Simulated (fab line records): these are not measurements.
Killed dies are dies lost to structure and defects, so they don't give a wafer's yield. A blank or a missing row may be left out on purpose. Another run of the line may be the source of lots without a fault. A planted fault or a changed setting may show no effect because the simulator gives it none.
fab line records -- flow n5Finfet
[record] lots = 7, wafers = 21
route steps=1938 shown BEOL_M4@1024 BEOL_M5@1140
startH: start of the lot's first displayed wafer, in hours after the record's first day -- waitH: hours since the lot's step before -- " repeats the value in the row above -- L1.1+2: a single row standing in for several wafers -- - value missing, or start not given -- * or withheld: withheld -- < > ~ a bound
route shown NAME@n: names a module that has steps shown in the file, with the first one's number in the route -- usual: the fault-free wafers' mean and standard deviation -- same: alike in all rows -- chamber/n: place in a boat -- sites: readings site by site -- _std_site: the standard deviation of these -- _edge_site: outer sites' mean less inner sites' -- radiusMm: for every site, how far away it sits from the centre of the wafer -- mask NAME#n: copy n -- behind: the last tool/chamber to shape the wafer -- hold: what put the lot on hold/how long, in hours/how the hold closed -- device: transistor that didn't switch, given as n, p or np -- end of line: tests of these same wafers at the route's end -- a step given without rows: its recipe and nothing more -- killed: dies that structure and defects cost at the first sort, which is not the same as the wafer's yield -- map: per-die view of a wafer (x killed, . not killed, _ where there is no die)
set.NAME: the setting that was run; set.NAME@STEP: the one run at that earlier step -- model.NAME: the simulator's own value behind a step, which no gauge read
lots with deliberately changed settings; one table per step, one row per wafer
[[steps]]
[step N5_BEOL_M4_HM_DEP_02]
[recipe] material = TiN, targetThkA = 200, tempC = 25, chamberPressurePa = 0.49996
lot.wafer,tool,chamber,startH,waitH,set.targetThkA,model.TiN_of_BEOL_M4_HM_DEP_02.thkNm
L079.3+5,pvdSputter-01,-,205.28,1.4,216.3,21.8
L079.4,pvdSputter-01,-,205.28,1.4,200,19.8
L087.2,pvdSputter-03,-,256.37,1.8,186.9,18.8
L087.4,pvdSputter-03,-,256.37,1.8,200,19.8
L087.5,pvdSputter-03,-,256.37,1.8,186.9,18.6
L089.2,pvdSputter-02,-,263.03,1.7,226.7,22.8
L089.5,pvdSputter-02,-,263.03,1.7,200,20.4
L089.6,pvdSputter-02,-,263.03,1.7,226.7,22.4
L091.1+4,pvdSputter-01,-,267.51,0.1,200,20.4
L091.6,pvdSputter-01,-,267.51,0.1,200,20.2
L093.2,pvdSputter-01,-,272.76,0.7,192.2,19.6
L093.5+6,pvdSputter-01,-,272.76,0.7,200,20.4
L094.3,pvdSputter-02,-,289.72,1.1,200,19.8
L094.4,pvdSputter-02,-,289.72,1.1,200,20.2
L094.5,pvdSputter-02,-,289.72,1.1,200,20
L097.1,pvdSputter-02,-,301.72,0.6,200,20.4
L097.3,pvdSputter-02,-,301.72,0.6,188.4,19.2
L097.5,pvdSputter-02,-,301.72,0.6,188.4,19
[step N5_BEOL_M4_COAT_61]
[recipe] resist = SOC, tempC = 250, timeS = 60, spinRpm = 1500, resistThkNm = 60
lot.wafer,tool,chamber,startH,waitH,set.timeS
L079.3+4,lithoTrack-05,0,205.41,0.1,60
L079.5,lithoTrack-05,0,205.41,0.1,55.63
L087.2+4+5,lithoTrack-05,0,256.49,0.1,60
L089.2,lithoTrack-03,0,263.16,0.1,68.1
L089.5+6,lithoTrack-03,0,263.16,0.1,60
L091.1+4,lithoTrack-04,0,267.63,0.1,60
L091.6,lithoTrack-04,0,267.63,0.1,55.01
L093.2,lithoTrack-03,0,272.89,0.1,60
L093.5+6,lithoTrack-03,0,272.89,0.1,73.03
L094.3+4+5,lithoTrack-05,0,289.84,0.1,60
L097.1+3+5,lithoTrack-04,0,301.85,0.1,54
[step N5_BEOL_M4_COAT_62]
[recipe] resist = SiARC, tempC = 220, timeS = 60, spinRpm = 1500, resistThkNm = 12
[step N5_BEOL_M4_COAT_73]
[recipe] resist = underlayer, tempC = 205, timeS = 60, spinRpm = 1500, resistThkNm = 5
[step N5_BEOL_M4_STRIP_75]
[recipe] chemistry = N2/H2, tempC = 40, n2FlowSccm = 200, h2FlowSccm = 200, rfFrequencyHz = 6e+07
[step N5_BEOL_M4_STRIP_66]
[recipe] chemistry = CF4, resist = SiARC, powerW = 300, biasPowerW = 75, pressureMtorr = 50, cf4FlowSccm = 150, rfFrequencyHz = 6e+07
[step N5_BEOL_M4_HM_OPEN_17]
[recipe] chemistry = Cl2/BCl3, targetDepthA = 200, overetchA = 60, target = TiN, maskMaterial = SOC, ionEnergyEv = 150, pressureMtorr = 10, icpW = 1000, biasW = 126, Cl2_flow_sccm = 53.25, bcl3FlowSccm = 21.75, Ar_flow_sccm = 25
lot.wafer,tool,chamber,startH,waitH,set.targetThkA@BEOL_M4_HM_DEP_02,model.etch.depthNm
L079.3,rieMetal-01,0,206.08,0.1,216.3,21.82
L079.4,rieMetal-01,1,206.08,0.1,200,19.72
L079.5,rieMetal-01,0,206.08,0.1,216.3,21.88
L087.2,rieMetal-02,0,257.26,0.0,186.9,18.85
L087.4,rieMetal-02,1,257.26,0.0,200,19.79
L087.5,rieMetal-02,1,257.26,0.0,186.9,18.52
L089.2,rieMetal-01,0,264.85,0.0,226.7,22.79
L089.5,rieMetal-01,1,264.85,0.0,200,20.42
L089.6,rieMetal-01,0,264.85,0.0,226.7,22.45
L091.1,rieMetal-02,1,268.29,0.0,200,20.5
L091.4,rieMetal-02,1,268.29,0.0,200,20.34
L091.6,rieMetal-02,1,268.29,0.0,200,20.18
L093.2,rieMetal-02,0,273.77,0.0,192.2,19.55
L093.5,rieMetal-02,0,273.77,0.0,200,20.39
L093.6,rieMetal-02,1,273.77,0.0,200,20.37
L094.3,rieMetal-02,1,290.52,0.1,200,19.88
L094.4,rieMetal-02,0,290.52,0.1,200,20.12
L094.5,rieMetal-02,1,290.52,0.1,200,19.95
L097.1,rieMetal-03,1,302.50,0.0,200,20.38
L097.3,rieMetal-03,0,302.50,0.0,188.4,19.21
L097.5,rieMetal-03,1,302.50,0.0,188.4,19.07
[step N5_BEOL_M4_SPUTTER_79]
[recipe] material = Cu, targetThkA = 45, tempC = -20, chamberPressurePa = 0.07, powerW = withheld, timeS = 8.29
lot.wafer,tool,chamber,startH,waitH,set.timeS
L079.3+4+5,pvdSputter-03,-,228.64,0.1,8.29
L087.2+5,pvdSputter-03,-,261.25,0.1,9.265
L087.4,pvdSputter-03,-,261.25,0.1,8.29
L089.2+5,pvdSputter-03,-,275.41,0.1,8.29
L089.6,pvdSputter-03,-,275.41,0.1,7.671
L091.1,pvdSputter-01,-,278.57,0.1,7.86
L091.4+6,pvdSputter-01,-,278.57,0.1,8.29
L093.2+6,pvdSputter-03,-,281.67,0.1,8.29
L093.5,pvdSputter-03,-,281.67,0.1,7.364
L094.3+4+5,pvdSputter-02,-,297.78,0.1,8.29
L097.1+3,pvdSputter-02,-,310.23,0.1,7.789
L097.5,pvdSputter-02,-,310.23,0.1,8.29
[step N5_BEOL_M4_ANNEAL_80]
[recipe] tempC = 400, timeS = 240, ambient = vacuum
[step N5_BEOL_M4_SPUTTER_81]
[recipe] material = Cu, targetThkA = 45, tempC = -20, chamberPressurePa = 0.07, powerW = withheld, timeS = 8.29
[step N5_BEOL_M4_RC_MEAS_101]
[usual] CJ_N = 4.37/0.075, CJ_P = 5.80/0.23, COMB_M1 = 5.5e-11/1.2e-11, COMB_M3 = 5.8e-11/1.2e-11, COMB_M4 = 5.9e-11/1.2e-11, DIBL_N = 36.3/1.8, DIBL_P = 36.5/2.1, EOT_N = 10.52/0.096, EOT_P = 10.48/0.093, IGATE_N = 0.0128/0.0021, IGATE_P = 0.0038/0.00061, IOFF_N = 0.16/0.031, IOFF_N_85C = 3.2/0.51, IOFF_N_LIN = 0.075/0.012, IOFF_N_LONG = 5.64e-05/2.2e-06, IOFF_P = 0.22/0.038, IOFF_P_85C = 3.8/0.54, IOFF_P_LIN = 0.105/0.014, IOFF_P_LONG = 0.00011/9.2e-06, ION_N = 677/12, ION_P = 466/7.8, RC_DENSE_N = 19.2/0.52, RC_DENSE_P = 24.0/0.66, RC_N = 15.7/0.42, RC_P = 19.6/0.53, REXT_N = 75.5/1.5, REXT_P = 100.4/2.4, RS_NWELL = 1036/6.1, RS_PWELL = 3016/19, RS_SD_N = 28.3/0.38, RS_SD_P = 65.8/1.2, SERP_M1 = 202/14, SERP_M3 = 197/16, SERP_M4 = 194/14, SS_N = 71.5/0.61, SS_P = 73.2/0.7, VT_N = 249/3, VT_N_LONG = 274.4/1.7, VT_N_LVT = 99/3.2, VT_P = -248.9/3, VT_P_LONG = -273.6/2.9, VT_P_LVT = -98.0/2.7
lot.wafer,tool,chamber,startH,waitH,set.timeS@BEOL_M4_SPUTTER_79,CJ_N,CJ_P,COMB_M1[S/m],COMB_M3[S/m],COMB_M4[S/m],DIBL_N[mV/V],DIBL_P[mV/V],EOT_N,EOT_P,IGATE_N[nA/um],IGATE_P[nA/um],IOFF_N[nA/um],IOFF_N_85C[nA/um],IOFF_N_LIN[nA/um],IOFF_N_LONG[nA/um],IOFF_P[nA/um],IOFF_P_85C[nA/um],IOFF_P_LIN[nA/um],IOFF_P_LONG[nA/um],ION_N[uA/um],ION_P[uA/um],RC_DENSE_N[ohm.um],RC_DENSE_P[ohm.um],RC_N[ohm.um],RC_P[ohm.um],REXT_N[ohm.um],REXT_P[ohm.um],RS_NWELL[ohm/sq],RS_PWELL[ohm/sq],RS_SD_N[ohm/sq],RS_SD_P[ohm/sq],SERP_M1[ohm/um],SERP_M3[ohm/um],SERP_M4[ohm/um],SS_N[mV/dec],SS_P[mV/dec],VT_N[mV],VT_N_LONG[mV],VT_N_LVT[mV],VT_P[mV],VT_P_LONG[mV],VT_P_LVT[mV]
L079.3,prober-01,0,231.86,0.3,8.29,4.29,5.86,5.6e-11,5.5e-11,7e-11,38.1,38.2,10.57,10.47,0.0144,0.0044,0.19,3.6,0.088,5.48e-05,0.23,3.9,0.104,0.0001,701,466,19.7,24.8,16.2,20.1,73.9,101.2,1035,2987,26.2,66.4,184,175,189,71.3,73.7,247,273.6,96,-251.1,-275.8,-98.8
L079.4,prober-01,0,231.86,0.3,8.29,4.32,6.00,5.1e-11,5.9e-11,6.3e-11,37.6,37.4,10.57,10.42,0.0157,0.0047,0.17,3.2,0.075,5.39e-05,0.22,3.7,0.100,0.000101,679,458,19.0,23.8,15.4,19.3,74.7,98.0,1031,3026,27.8,65.3,196,183,212,71.4,74.1,249,276.5,100,-252.2,-275.7,-101.8
L079.5,prober-01,0,231.86,0.3,8.29,4.29,5.68,5.6e-11,4.8e-11,6.5e-11,36.2,36.3,10.42,10.30,0.0164,0.0050,0.15,3.0,0.070,5.43e-05,0.19,3.4,0.090,9.5e-05,676,459,19.2,23.8,15.7,19.3,74.5,100.3,1035,3018,28.2,67.6,191,195,199,72.0,74.4,253,274.6,101,-252.8,-276.0,-102.6
L087.2,prober-01,0,264.05,0.2,9.265,4.39,5.44,5.6e-11,7.2e-11,5.7e-11,36.4,34.6,10.60,10.40,0.0119,0.0037,0.14,2.8,0.065,5.29e-05,0.20,3.5,0.095,9.8e-05,660,462,19.0,23.6,15.5,19.4,75.9,99.3,1039,2988,28.7,63.8,218,233,177,71.3,73.6,252,275.5,102,-250.8,-274.1,-98.4
L087.4,prober-01,0,264.05,0.2,8.29,4.40,5.28,5e-11,7e-11,7.5e-11,38.7,37.7,10.58,10.52,0.0117,0.0036,0.19,3.6,0.084,5.37e-05,0.25,4.1,0.111,9.4e-05,687,471,18.6,22.9,15.1,18.8,74.5,98.3,1046,2985,28.6,64.8,207,216,208,72.5,73.8,250,276.8,96,-247.8,-273.6,-95.9
L087.5,prober-01,0,264.05,0.2,9.265,4.42,5.47,5.5e-11,7e-11,5e-11,38.8,37.8,10.56,10.48,0.0110,0.0034,0.17,3.2,0.074,5.34e-05,0.26,4.3,0.113,9.8e-05,670,466,18.6,23.1,15.2,19.0,78.2,97.0,1040,2993,31.2,64.7,202,179,204,72.8,73.4,252,275.3,100,-248.0,-274.8,-96.7
L089.2,prober-02,0,278.29,0.2,8.29,4.37,6.20,7.1e-11,5.1e-11,5.8e-11,36.2,37.3,10.57,10.48,0.0115,0.0034,0.18,3.4,0.085,5.58e-05,0.25,4.2,0.114,0.000115,682,469,19.9,24.9,16.1,20.3,75.9,99.0,1034,3010,29.2,66.0,199,199,198,71.7,73.5,246,275.2,99,-245.2,-274.4,-98.9
L089.5,prober-02,0,278.29,0.2,8.29,4.39,5.98,9.1e-11,5.5e-11,4.2e-11,37.0,38.6,10.61,10.44,0.0126,0.0036,0.20,3.8,0.093,5.6e-05,0.26,4.4,0.118,0.000111,687,471,19.4,24.5,15.8,19.9,74.4,100.4,1028,3037,28.8,66.1,179,228,202,71.7,72.8,246,274.9,97,-247.5,-274.4,-97.7
L089.6,prober-02,0,278.29,0.2,7.671,4.48,6.17,7.6e-11,4.3e-11,7.3e-11,34.3,34.9,10.63,10.56,0.0108,0.0031,0.14,2.8,0.069,5.63e-05,0.20,3.5,0.096,0.000114,679,466,19.6,24.7,16.1,20.4,78.3,100.6,1046,3027,31.5,68.0,193,168,190,70.9,72.5,248,275.9,103,-251.3,-274.4,-102.3
L091.1,prober-01,0,281.64,0.0,7.86,4.62,5.89,5e-11,6.5e-11,5.5e-11,35.3,33.8,10.69,10.60,0.0096,0.0030,0.14,2.8,0.065,5.95e-05,0.20,3.6,0.102,0.000121,660,466,18.8,23.8,15.6,19.3,79.2,100.4,1042,3011,31.4,65.4,239,212,197,71.4,72.5,252,269.7,102,-247.6,-267.1,-98.2
L091.4,prober-01,0,281.64,0.0,8.29,4.29,6.01,6.5e-11,6.8e-11,8.1e-11,36.9,36.0,10.61,10.62,0.0115,0.0036,0.17,3.2,0.080,5.88e-05,0.25,4.3,0.121,0.000126,683,481,19.5,24.0,16.0,20.0,77.3,101.2,1040,3002,29.1,64.4,210,215,192,71.7,72.9,247,272.9,99,-245.1,-268.0,-94.9
L091.6,prober-01,0,281.64,0.0,8.29,4.46,5.55,3.4e-11,6.1e-11,5.1e-11,36.2,35.0,10.51,10.42,0.0139,0.0042,0.15,3.0,0.073,5.97e-05,0.22,3.8,0.108,0.000113,680,478,19.1,23.7,15.7,19.4,79.2,100.5,1050,2997,30.9,65.3,212,219,206,71.8,72.4,249,271.9,97,-248.1,-269.9,-96.2
L093.2,prober-01,0,284.47,0.2,8.29,4.30,6.06,4.4e-11,6.3e-11,7e-11,37.6,37.3,10.63,10.61,0.0109,0.0034,0.17,3.2,0.076,5.34e-05,0.21,3.6,0.094,9.8e-05,658,454,19.0,23.5,15.5,19.1,78.3,93.8,1027,2975,30.4,64.7,187,186,174,71.6,74.3,251,274.9,98,-251.3,-278.2,-100.8
L093.5,prober-01,0,284.47,0.2,7.364,4.34,6.19,5.4e-11,5.9e-11,6.3e-11,37.2,37.7,10.62,10.57,0.0115,0.0036,0.17,3.2,0.077,5.36e-05,0.21,3.7,0.097,0.000103,685,466,19.5,24.0,16.0,19.8,76.8,94.4,1021,3015,27.9,64.9,213,222,201,71.8,73.5,246,274.3,98,-250.0,-278.5,-100.8
L093.6,prober-01,0,284.47,0.2,8.29,4.22,6.00,4.5e-11,6.7e-11,5.5e-11,34.9,33.8,10.47,10.54,0.0120,0.0037,0.11,2.4,0.056,5.21e-05,0.16,2.9,0.077,9.8e-05,644,448,18.8,23.1,15.2,18.8,76.1,94.5,1044,2981,28.1,64.0,172,186,184,72.1,73.3,256,274.1,104,-255.5,-277.1,-104.2
L094.3,prober-02,0,300.73,0.3,8.29,4.24,6.09,4.4e-11,5.1e-11,4.9e-11,33.9,34.9,10.46,10.39,0.0144,0.0043,0.15,2.9,0.072,5.84e-05,0.21,3.6,0.105,0.000121,683,468,19.5,24.4,15.9,19.8,74.3,101.3,1031,3016,28.0,66.2,200,194,215,70.3,72.7,249,275.1,97,-247.9,-272.1,-94.9
L094.4,prober-02,0,300.73,0.3,8.29,4.37,5.73,6e-11,5.2e-11,6.5e-11,34.5,34.4,10.54,10.50,0.0127,0.0038,0.14,2.8,0.068,6.08e-05,0.21,3.7,0.106,0.00012,685,470,19.2,24.4,15.8,19.7,73.7,99.7,1036,3059,27.9,66.5,193,213,183,70.8,73.4,251,273.8,99,-247.6,-272.8,-95.3
L094.5,prober-02,0,300.73,0.3,8.29,4.27,5.71,5.6e-11,4.7e-11,5.5e-11,32.0,31.9,10.41,10.39,0.0157,0.0047,0.11,2.3,0.057,5.88e-05,0.18,3.1,0.092,0.000115,666,468,18.8,23.9,15.4,19.3,74.4,100.8,1042,3028,28.1,65.9,183,191,196,70.4,72.0,249,275.3,100,-250.1,-268.4,-98.1
L097.1,prober-01,0,312.93,0.0,7.789,4.19,6.00,7.2e-11,4.6e-11,6.7e-11,35.8,37.0,10.52,10.47,0.0116,0.0035,0.17,3.4,0.077,5.58e-05,0.24,4.0,0.109,0.000111,671,464,19.5,24.4,16.1,20.1,74.2,100.8,1034,3006,25.9,64.0,191,205,221,72.0,73.1,248,273.3,96,-246.4,-273.0,-96.8
L097.3,prober-01,0,312.93,0.0,7.789,4.17,5.35,4.3e-11,5e-11,6e-11,34.3,35.8,10.59,10.51,0.0109,0.0033,0.15,3.1,0.073,5.54e-05,0.21,3.7,0.103,0.000103,678,471,19.7,24.5,16.1,20.0,75.9,103.0,1025,2987,27.8,64.3,172,207,187,71.5,72.4,246,273.4,98,-245.7,-275.4,-98.7
L097.5,prober-01,0,312.93,0.0,8.29,4.16,5.78,5.5e-11,5.8e-11,3.3e-11,34.1,35.8,10.57,10.95,0.0085,0.0006,0.00,0.0,0.000,2.76e-05,3.65,39.8,1.782,0.000644,276,565,19.7,24.6,16.1,19.8,75.6,103.5,1034,2988,28.3,65.1,195,200,209,71.4,72.6,434,457.0,287,-168.2,-218.1,-19.2
[step N5_BEOL_M5_COAT_66]
[recipe] resist = SiARC, tempC = 220, timeS = 60, spinRpm = 1500, resistThkNm = 12
lot.wafer,tool,chamber,startH,waitH,set.spinRpm,model.SiARC_of_BEOL_M5_COAT_66.thkNm
L079.3,lithoTrack-05,0,-,-,1500,12
L079.4+5,lithoTrack-05,0,-,-,1363,12.6
L087.2+4+5,lithoTrack-02,0,-,-,1500,12
L089.2,lithoTrack-01,0,-,-,1342,12.8
L089.5,lithoTrack-01,0,-,-,1342,12.6
L089.6,lithoTrack-01,0,-,-,1500,12
L091.1,lithoTrack-01,0,-,-,1347,12.6
L091.4+6,lithoTrack-01,0,-,-,1500,12
L093.2,lithoTrack-02,0,-,-,1432,12.2
L093.5+6,lithoTrack-02,0,-,-,1500,12
L094.3+4+5,lithoTrack-02,0,-,-,1500,12
L097.1,lithoTrack-05,0,-,-,1607,11.6
L097.3+5,lithoTrack-05,0,-,-,1500,12
[[key]]
[split] step = N5_BEOL_M4_HM_DEP_02, setting = targetThkA, stated = 200, by = wafer
[response] step = N5_BEOL_M4_HM_DEP_02, reading = model.TiN_of_BEOL_M4_HM_DEP_02.thkNm, change = +0.189, per = 1%, r = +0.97
[response] step = N5_BEOL_M4_HM_OPEN_17, reading = model.etch.depthNm, change = +0.192, per = 1%, r = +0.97
[split] step = N5_BEOL_M4_COAT_61, setting = timeS, stated = 60, by = wafer
response none clear
[split] step = N5_BEOL_M4_SPUTTER_79, setting = timeS, stated = 8.29, by = wafer
[response] step = N5_BEOL_M4_RC_MEAS_101, reading = ION_P, shape = bent, atLowest = 466, atStated = 473, atHighest = 464
[response] step = N5_BEOL_M4_RC_MEAS_101, reading = VT_P, shape = bent, atLowest = -250.0, atStated = -243.6, atHighest = -249.4
[split] step = N5_BEOL_M5_COAT_66, setting = spinRpm, stated = 1500, by = wafer
[response] step = N5_BEOL_M5_COAT_66, reading = model.SiARC_of_BEOL_M5_COAT_66.thkNm, change = -0.0615, per = 1%, r = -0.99
